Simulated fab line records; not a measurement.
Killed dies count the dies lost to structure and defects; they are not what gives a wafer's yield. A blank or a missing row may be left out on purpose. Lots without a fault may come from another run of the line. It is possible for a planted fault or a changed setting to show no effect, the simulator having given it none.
Matching of chambers | flow n5-finfet | uv-cure-01 running N5_BEOL_M8_CURE_75: 3 sister chambers
The step cures SiCOH lowk, time 120 s. 18 wafers are shown with their chamber, then 9 later ones without.

== WAFERS PAIRED WITH THEIR CHAMBERS ==
wafer  | chamber | wafer_temp_C_max | lamp-power-pct (%)
L077.2 | 1       | 372.2            | 52.28
L077.3 | 1       | 371.7            | 52.32
L077.6 | 1       | 371.5            | 52.27
L084.1 | 1       | 371.6            | 52.26
L084.2 | 1       | 371.3            | 52.28
L084.3 | 1       | 372.5            | 52.24
L083.1 | 1       | 371.7            | 52.32
L083.3 | 1       | 372.1            | 52.33
L083.4 | 1       | 371.6            | 52.29
L082.1 | 2       | 371.8            | 52.23
L082.5 | 2       | 371.9            | 52.40
L082.6 | 2       | 371.3            | 52.26
L091.2 | 0       | 374.3            | 52.31
L091.4 | 0       | 372.8            | 52.35
L091.5 | 0       | 372.6            | 52.32
L086.2 | 0       | 372.9            | 52.36
L086.3 | 0       | 372.8            | 52.29
L086.4 | 0       | 372.9            | 52.23

SIGNATURES (means of the wafers above)
reading          | chamber 0 | chamber 1 | chamber 2 | scatter within a chamber
wafer_temp_C_max | 373.050   | 371.800   | 371.667   | 0.471
lamp-power-pct   | 52.3100   | 52.2878   | 52.2967   | 0.0482
Rule: for a wafer and a chamber, the distance is found by dividing, reading by reading, the gap between the wafer's reading and the chamber's mean by the reading's scatter, squaring, summing and taking the root. If the next closest chamber is less than 2 further off than the closest, the wafer can't be placed; otherwise it belongs to the closest. How the scatter is found: for the shown wafers, subtract from each reading the mean of its chamber, square and add these, divide the total by (wafers less chambers), then take the root.

== WAFERS MISSING THEIR CHAMBER ==
wafer  | wafer_temp_C_max | lamp-power-pct (%)
L088.3 | 371.8            | 52.25
L088.4 | 371.7            | 52.33
L088.5 | 371.2            | 52.33
L089.2 | 373.4            | 52.36
L089.4 | 371.8            | 52.31
L089.5 | 371.8            | 52.37
L092.2 | 372.2            | 52.36
L092.3 | 371.9            | 52.25
L092.4 | 371.5            | 52.23

== CHAMBER TAKEN BY EACH ==
wafer  | from the rows above          | in truth
L088.3 | can't be placed: 1 or 2      | 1
L088.4 | can't be placed: 2 or 1      | 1
L088.5 | can't be placed: 2 or 1      | 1
L089.2 | 0                            | 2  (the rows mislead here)
L089.4 | can't be placed: 2 or 1      | 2
L089.5 | can't be placed: 2 or 1 or 0 | 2
L092.2 | can't be placed: 1 or 2 or 0 | 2
L092.3 | can't be placed: 1 or 2 or 0 | 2
L092.4 | can't be placed: 1 or 2      | 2
Placed correctly: 0 of 9. From these rows, 8 cannot be placed; in 8 the true chamber is one of the candidates. 1 placed wrongly.
